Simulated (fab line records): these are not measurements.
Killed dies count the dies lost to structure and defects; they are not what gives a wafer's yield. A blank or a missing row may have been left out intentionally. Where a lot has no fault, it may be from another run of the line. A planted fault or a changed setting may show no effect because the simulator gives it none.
8D (eight disciplines) problem report, filled in by code ; flow n5-finfet ; the parts of the form that need people (team, actions taken, sign-off) are left out

## 1. PROBLEM STATEMENT
Mean V8_OVL at N5_BEOL_M9_OVL_MEAS_29: 5.0 nm over 6 wafers in 2 lots; fault-free wafers: 0.0 nm, standard deviation 0.64. That puts it +7.9 standard deviations away from the usual mean.
Seen first at day 13 21:32 on overlay-02, wafer L735.1. The record holds 27 wafers of 9 lots with a number at this step. Rule for "out", or "out of limits": more than 4 standard deviations from the usual mean. The rest of the wafers with a number are treated as sound.

## 2. WHAT THIS IS AND IS NOT
question;is;is not
which readings at this step;V8_OVL;-
which lots;L735, L740;L724, L727, L729, L733, L736, L743, L746
which wafers of those lots;all that have a number;-
read on which gauges;overlay-01, overlay-02;-
when;from day 13 21:32;"up to then (15 sound wafers); but 6 sound wafers of L743, L746 came after"

## 3. WHAT RULES OUT EACH SUSPECT
Counting: a tool stays on the suspect list if, at a process step up to the reading, it processed all lots that are out and no sound lot following the first of them.
- ruled out: the gauge at N5_BEOL_M9_OVL_MEAS_29. Those wafers that are out were read across 2 gauges (overlay-01, overlay-02).
- euv-scanner-01 at N5_BEOL_M9_EXPOSE_25 (exposes mask V8): kept. It processed each lot that is out, first L735 at day 13 21:23, and no sound lot thereafter; up to then, the last sound lot it processed was L733 at day 13 12:52.
After counting, what remains is euv-scanner-01 at N5_BEOL_M9_EXPOSE_25.

## 4. THE CAUSE (what the simulator had put in)
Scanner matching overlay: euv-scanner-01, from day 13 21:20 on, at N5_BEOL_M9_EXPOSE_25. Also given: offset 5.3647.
This tool alone remained once counting was done.

## 5. THE CHAIN OF EFFECTS, in route order
One row per reading whose mean, taken over the struck wafers that have a number, lies over 3 standard deviations from the usual. Only readings whose record carries a usual standard deviation are examined. hours: median over the lots of the time between each lot's start at the first step of this table that gives one and its start at this step. sigmas: the change, counted in usual standard deviations.
hours;step;reading;usual;on struck wafers;change;sigmas
0;N5_BEOL_M9_OVL_MEAS_29;V8_OVL;0.0 nm;5.0;+5.0;+7.9

## 6. WHAT WOULD HAVE CAUGHT IT SOONER
In this record the first reading out of limits at a measuring or inspecting step was taken at day 13 21:32, 0 hours after the fault began at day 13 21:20.
No tool reading at N5_BEOL_M9_EXPOSE_25 that has a usual standard deviation in the record was out on any struck wafer, so an alarm limit of 4 standard deviations on those readings would not have fired.
Of the lots that are out (2), L740 began N5_BEOL_M9_EXPOSE_25 on euv-scanner-01 after day 13 21:32. A tool hold placed at that time would have kept it from harm.
